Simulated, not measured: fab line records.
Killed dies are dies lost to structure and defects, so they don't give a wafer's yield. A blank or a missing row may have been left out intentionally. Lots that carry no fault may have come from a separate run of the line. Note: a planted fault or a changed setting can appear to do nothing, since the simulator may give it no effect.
Chamber matching	flow n5Finfet	4 sister chambers for N5_BEOL_M13_ETCH_67 on rieDiel-06
The step etches SiARC in CF4, target depth 143 nm, time 238.3 s. 8 wafers are shown with their chamber, then 8 later ones without.

EACH WAFER AND ITS CHAMBER
wafer	chamber	drypumpMotorCurrentA (A)	showerheadPlenumPTorr (Torr)
L085.5	0	5.77	2.13
L089.1	3	5.89	2.24
L089.3	2	5.44	2.20
L089.4	1	5.30	2.10
L086.1	1	5.30	2.10
L086.2	0	5.77	2.12
L086.4	3	5.90	2.24
L092.2	2	5.44	2.20

WAFERS WHOSE CHAMBER IS MISSING
wafer	drypumpMotorCurrentA (A)	showerheadPlenumPTorr (Torr)
L092.4	5.43	2.20
L092.6	5.42	2.20
L094.1	5.89	2.24
L094.2	5.77	2.12
L094.6	5.78	2.12
L097.1	5.91	2.24
L097.2	5.27	2.10
L097.3	5.76	2.12

WHICH CHAMBER EACH ONE RAN IN
wafer	from the rows above	in truth
L092.4	2	2
L092.6	2	2
L094.1	3	3
L094.2	0	0
L094.6	0	0
L097.1	3	3
L097.2	1	1
L097.3	0	0
Correct placement for 8 of the 8. Left unplaced by these rows: 0. Number placed wrongly: 0.
How it was worked out, from the rows above alone: a wafer's distance from a chamber is the root of the sum, over the readings, of the square of ((its reading less the chamber's mean) divided by the reading's scatter). If the next closest chamber is less than 2 further off than the closest, the wafer can't be placed; otherwise it belongs to the closest. The mean given for a chamber averages the wafers shown for that chamber. The scatter: the root of (the sum of the squares of (reading less its chamber's mean) over the shown wafers, divided by (wafers less chambers)).
